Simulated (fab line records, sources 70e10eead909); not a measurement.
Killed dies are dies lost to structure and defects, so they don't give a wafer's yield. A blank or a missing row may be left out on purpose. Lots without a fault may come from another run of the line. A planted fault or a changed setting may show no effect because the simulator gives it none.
A struck lot beside a sound one | flow nand_harc | 15 steps out of a route of 1302
Sound: wafers L183.3, L183.5, L183.6. Struck: wafers L178.1, L178.6. (L178.5 of the same lot was not struck and is left out.) The cause comes at the end.
At each step with rows: each side's tool, then ch and its chambers, then its first start. Under that, the readings that differ: sound wafers | struck wafers | difference of the means | sigmas: that difference in standard deviations of wafers without a fault.
alike: readings whose means differ by less than 2 such deviations, and words and numbers that are the same on both sides. not compared: withheld readings, readings that some wafer has no value for, bounds like >300 that may hide the same value, and numbers for which the record gives no deviation and whose values overlap.
The two part at a step that has a row with sigmas, a row that says differs or no value, or rows on one side only. Numbers that don't overlap but have no deviation are shown without sigmas and don't part them. A reading that every wafer of one side lacks parts them only if that side has two wafers or more.

first, 7 steps without rows for these wafers: NHARC_A_BONDPAD_COAT_33 (time 65 s); NHARC_A_BONDPAD_COAT_03 (resist thk 600 nm); NHARC_A_BONDPAD_SOFTBAKE_04 (time 70 s); NHARC_A_BONDPAD_EBR_05; NHARC_A_BONDPAD_EXPOSE_06 (exposes mask A BPAD); NHARC_A_BONDPAD_PEB_07 (peb time 80 s); NHARC_A_BONDPAD_DEVELOP_08 (time 50 s).
NHARC_A_BONDPAD_CD_MEAS_09: target cd 500 nm.
  sound on cd_sem-03 ch 0, day 31 13:17; struck on cd_sem-02 ch 0, day 28 15:26
  alike: cd_nm
NHARC_A_BONDPAD_OVL_MEAS_35:
  sound on overlay-01, day 31 13:22; struck on overlay-01, day 28 15:32
  reading           | sound    | struck | difference | sigmas
  overlay_x_nm (nm) | -7 -7 -7 | 3 2    | +10        | +2
  overlay_y_nm (nm) | -4 -4 -5 | 14 13  | +18        | +3
then, 1 step without rows for these wafers: NHARC_A_BONDPAD_HARDBAKE_10 (time 65 s).
NHARC_A_BONDPAD_DESCUM_11: chemistry O2, time 3 s.
  sound on rie_diel-12 ch 2,3, day 31 13:30; struck on rie_diel-02 ch 0,3, day 28 15:40
  alike: drypump_motor_current_A, oes_product_au, rf_vpp_V, showerhead_plenum_p_Torr, throttle_valve_pct
  not compared: rf_hours_counter_h
NHARC_A_BONDPAD_ETCH_34: etches the open film in N2/H2, target depth 60 nm, overetch 18 nm, time 65.91 s.
  sound on rie_diel-12 ch 1,2,3, day 31 13:36; struck on rie_diel-02 ch 1,2, day 28 15:46
  alike: drypump_motor_current_A, h2_flow_sccm, oes_product_au, rf_vpp_V, run_length_s, showerhead_plenum_p_Torr, throttle_valve_pct
  not compared: rf_hours_counter_h
NHARC_A_BONDPAD_ETCH_12: etches the open film in CHF3/O2, target depth 220 nm, time 110 s.
  sound on rie_diel-12 ch 0,3, day 31 13:41; struck on rie_diel-02 ch 0,1, day 28 15:50
  reading                         | sound             | struck      | difference | sigmas
  rf_vpp_V (V)                    | 368.7 366.5 368.8 | 374.5 375.7 | +7.1       | +3
  run_length_s (s)                | 130.9 131.1 131.7 | 125.8 124.9 | -5.9       | -15
  showerhead_plenum_p_Torr (Torr) | 2.29 2.29 2.32    | 2.57 2.58   | +0.28      | +2
  alike: drypump_motor_current_A, oes_product_au, throttle_valve_pct
  not compared: rf_hours_counter_h
NHARC_A_BONDPAD_CD_MEAS_13:
  sound on cd_sem-03, day 31 13:49; struck on cd_sem-01, day 28 15:58
  alike: cd_nm
NHARC_END_SORT_01:
  the record has rows for the sound wafers here (prober-01 ch 0, day 33 06:02) and none for the struck ones

WHERE THEY PART
First at NHARC_A_BONDPAD_OVL_MEAS_35; last, within this record, at NHARC_END_SORT_01.

WHY: what the simulator had put in
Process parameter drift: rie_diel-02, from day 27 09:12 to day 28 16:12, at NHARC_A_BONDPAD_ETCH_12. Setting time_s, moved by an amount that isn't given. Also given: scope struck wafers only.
